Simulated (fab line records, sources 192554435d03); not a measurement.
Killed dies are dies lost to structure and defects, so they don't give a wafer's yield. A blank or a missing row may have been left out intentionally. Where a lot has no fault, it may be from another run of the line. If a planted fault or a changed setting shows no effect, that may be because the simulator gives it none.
The tool behind it: which one? -- flow n5_finfet -- Sampling: 11 lots, 32 wafers, 4 of 1938 route steps

== WHAT EACH GAUGE READ, for each wafer ==
Not one reading of a measure or inspect step in the record can be checked against a usual standard deviation.

== WHICH TOOL RAN EACH LOT (tool, then ch and the chambers of the sampled wafers, then the start) ==
lot,N5_MOL_CONTACT_COAG_CMP_28,N5_MOL_CONTACT_COAG_ETCH_91,N5_MOL_CONTACT_COAG_ETCH_47,N5_MOL_CONTACT_COAG_STRIP_119
L691,"cmp-03 ch 0,1,2, day 5 04:22","rie_diel-04 ch 0,1,2, day 5 05:57","rie_diel-04 ch 0,1,2, day 5 06:11","plasma_asher-02 ch 0,1, day 5 06:17"
L692,"cmp-04 ch 1,3, day 5 06:55","rie_diel-05 ch 0,1,3, day 5 09:32","rie_diel-05 ch 0,1,3, day 5 09:46","plasma_asher-02 ch 0,1, day 5 09:51"
L695,"cmp-01 ch 0,3, day 5 23:01","rie_diel-04 ch 0,1,3, day 6 01:26","rie_diel-04 ch 0,1,3, day 6 01:40","plasma_asher-02 ch 0,1, day 6 01:44"
L696,"cmp-04 ch 0,3, day 6 05:42","rie_diel-05 ch 1,2, day 6 08:58","rie_diel-05 ch 1,2, day 6 09:11","plasma_asher-02 ch 0,1, day 6 09:15"
L698,"cmp-01 ch 0,1, day 6 21:14","rie_diel-05 ch 0,1,2, day 6 23:23","rie_diel-05 ch 0,1,2, day 6 23:37","plasma_asher-02 ch 0, day 6 23:42"
L701,"cmp-03 ch 1,2, day 7 16:48","rie_diel-01 ch 0,2, day 7 18:35","rie_diel-01 ch 0,2, day 7 18:49","plasma_asher-01 ch 0,1, day 7 18:54"
L703,"cmp-04 ch 1,2, day 8 04:50","rie_diel-01 ch 2,3, day 8 07:05","rie_diel-01 ch 2,3, day 8 07:19","plasma_asher-01 ch 0,1, day 8 07:24"
L704,"cmp-04 ch 0,3, day 8 08:45","rie_diel-01 ch 2,3, day 8 12:40","rie_diel-01 ch 2,3, day 8 12:53","plasma_asher-02 ch 0,1, day 8 12:58"
L705,"cmp-04 ch 0,2, day 8 13:30","rie_diel-05 ch 0,2, day 8 15:47","rie_diel-05 ch 0,2, day 8 16:01","plasma_asher-01 ch 0,1, day 8 16:05"
L706,"cmp-01 ch 0,2,3, day 8 17:45","rie_diel-05 ch 0,1,3, day 8 20:22","rie_diel-05 ch 0,1,3, day 8 20:36","plasma_asher-02 ch 0,1, day 8 20:41"
L713,"cmp-04 ch 1,2, day 10 14:39","rie_diel-01 ch 0,1, day 10 16:31","rie_diel-01 ch 0,1, day 10 16:44","plasma_asher-01 ch 0,1, day 10 16:50"
- N5_MOL_CONTACT_COAG_CMP_28: polishes, stops on SiNx, t overpolish 0.85 s, target thk 14.522 nm.
- N5_MOL_CONTACT_COAG_ETCH_91: etches SOC in N2/H2, target depth 60 nm, overetch 21 nm, time 101.2 s.
- N5_MOL_CONTACT_COAG_ETCH_47: etches SiNx in CH3F/O2, stops on W, target depth 27 nm.
- N5_MOL_CONTACT_COAG_STRIP_119: strips in N2/H2, time 30 s.

== WHAT THE TOOLS THEMSELVES READ (means of the sampled wafers that have a number; where no wafer has one, the mark that the record gives instead) ==
N5_MOL_CONTACT_COAG_CMP_28. Usual: motor_current_A 12.6 A, standard deviation 1.1; retaining_ring_pressure_frac 1.000, standard deviation 0.0049; time_to_endpoint_s 6 s, standard deviation 3.6.
lot,tool,motor_current_A (A),retaining_ring_pressure_frac,time_to_endpoint_s (s),flag
L691,cmp-03,12.7,0.998,6,
L692,cmp-04,12.0,0.998,11,
L695,cmp-01,12.6,0.994,3,
L696,cmp-04,12.4,0.994,8,
L698,cmp-01,13.7,1.003,2,
L701,cmp-03,12.3,0.996,3,
L703,cmp-04,13.4,0.997,6,
L704,cmp-04,12.3,0.999,3,
L705,cmp-04,13.1,1.001,6,
L706,cmp-01,11.8,0.999,6,
L713,cmp-04,13.2,1.002,8,

N5_MOL_CONTACT_COAG_ETCH_91. Usual: bias_w 150.0 W (standard deviation 0.42); drypump_motor_current_A 5.4 A (standard deviation 0.56); oes_product_au 0.65 a.u. (standard deviation 0.079); rf_fwd_power_W 835 W (standard deviation 3.3); rf_vpp_V 522.9 V (standard deviation 2.5); showerhead_plenum_p_Torr 2.51 Torr (standard deviation 0.075); throttle_valve_pct 17.78 % (standard deviation 0.28).
lot,tool,bias_w (W),drypump_motor_current_A (A),oes_product_au (a.u.),rf_fwd_power_W (W),rf_vpp_V (V),showerhead_plenum_p_Torr (Torr),throttle_valve_pct (%),flag
L691,rie_diel-04,149.9,5.4,0.59,838,520.9,2.46,17.97,
L692,rie_diel-05,150.1,5.8,0.61,837,522.0,2.48,17.89,
L695,rie_diel-04,149.8,5.2,0.59,835,523.7,2.51,18.07,
L696,rie_diel-05,150.4,5.8,0.68,840,523.7,2.51,17.63,
L698,rie_diel-05,149.9,5.9,0.72,838,522.3,2.51,17.58,
L701,rie_diel-01,150.0,5.4,0.73,834,522.8,2.48,17.64,
L703,rie_diel-01,150.0,5.8,0.57,836,522.7,2.51,17.93,
L704,rie_diel-01,150.0,5.4,0.57,833,522.1,2.51,17.86,
L705,rie_diel-05,150.1,5.5,0.72,835,524.4,2.54,17.34,
L706,rie_diel-05,149.8,5.7,0.67,834,522.4,2.46,17.80,
L713,rie_diel-01,150.0,4.8,0.69,830,522.5,2.51,17.65,

N5_MOL_CONTACT_COAG_ETCH_47. Usual: bias_w 73.00 W, standard deviation 0.23; drypump_motor_current_A 5.4 A, standard deviation 0.56; etch_rf_on_time_s 31.5 s, standard deviation 0.74; oes_product_au 0.69 a.u., standard deviation 0.089; rf_fwd_power_W 387.0 W, standard deviation 1.9; rf_vpp_V 299 V, standard deviation 9.1; showerhead_plenum_p_Torr 1.97 Torr, standard deviation 0.066; throttle_valve_pct 16.29 %, standard deviation 0.29.
lot,tool,bias_w (W),drypump_motor_current_A (A),etch_rf_on_time_s (s),oes_product_au (a.u.),rf_fwd_power_W (W),rf_vpp_V (V),showerhead_plenum_p_Torr (Torr),throttle_valve_pct (%),flag
L691,rie_diel-04,73.03,5.3,31.9,0.62,386.6,298,1.92,16.36,
L692,rie_diel-05,73.25,5.7,31.6,0.65,387.8,295,1.94,16.36,
L695,rie_diel-04,72.88,5.2,31.9,0.62,387.4,306,1.98,16.57,
L696,rie_diel-05,72.97,5.8,31.9,0.72,390.2,299,1.98,16.17,
L698,rie_diel-05,73.05,5.8,31.4,0.77,388.2,301,1.97,16.05,
L701,rie_diel-01,73.32,5.4,31.5,0.77,385.1,304,1.97,16.28,
L703,rie_diel-01,72.82,5.8,32.0,0.60,386.4,292,1.96,16.40,
L704,rie_diel-01,73.03,5.4,32.3,0.59,385.3,296,1.95,16.29,
L705,rie_diel-05,73.23,5.5,34.4,0.73,293.2,341,2.00,15.93,OFF
L706,rie_diel-05,73.01,5.8,34.9,0.67,292.0,336,1.93,16.27,OFF
L713,rie_diel-01,72.87,4.8,31.1,0.74,384.6,304,2.00,16.32,

N5_MOL_CONTACT_COAG_STRIP_119. Usual: drypump_motor_current_A 5.4 A, standard deviation 0.38; heater_power_w 317 W, standard deviation 12.
lot,tool,drypump_motor_current_A (A),heater_power_w (W),flag
L691,plasma_asher-02,5.6,324,
L692,plasma_asher-02,5.6,316,
L695,plasma_asher-02,5.3,330,
L696,plasma_asher-02,5.4,330,
L698,plasma_asher-02,5.1,338,
L701,plasma_asher-01,5.2,305,
L703,plasma_asher-01,5.2,302,
L704,plasma_asher-02,5.5,318,
L705,plasma_asher-01,5.5,308,
L706,plasma_asher-02,5.5,320,
L713,plasma_asher-01,5.5,306,

== THE ANSWER, worked out from the rows above alone ==
Rule: take the mean of a lot's wafers that have a number; if it is more than 3 standard deviations from the usual mean, the lot is off. Also off: a lot with no number at a reading for which 4 or more lots have one. Any other lot the step has rows for is counted as sound. Order of review: gauges by route order, followed by the tools' own readings, for which a lot's mean as printed above is used. At the first step where some lot is off, the reading lying furthest off is the one used; lots without a number count as furthest.
Off: L705, L706, at N5_MOL_CONTACT_COAG_ETCH_47 (rf_fwd_power_W).
A tool fits if, at that step or a process step before it, it ran every lot that is off, and no sound lot after the first of them. One fits: N5_MOL_CONTACT_COAG_ETCH_91 and N5_MOL_CONTACT_COAG_ETCH_47 on rie_diel-05. At N5_MOL_CONTACT_COAG_ETCH_91 its last sound lot is L698 (day 6 23:23), its first lot that is off L705 (day 8 15:47): a fault that began between those two fits.

== WHAT WAS PUT IN BY THE SIMULATOR ==
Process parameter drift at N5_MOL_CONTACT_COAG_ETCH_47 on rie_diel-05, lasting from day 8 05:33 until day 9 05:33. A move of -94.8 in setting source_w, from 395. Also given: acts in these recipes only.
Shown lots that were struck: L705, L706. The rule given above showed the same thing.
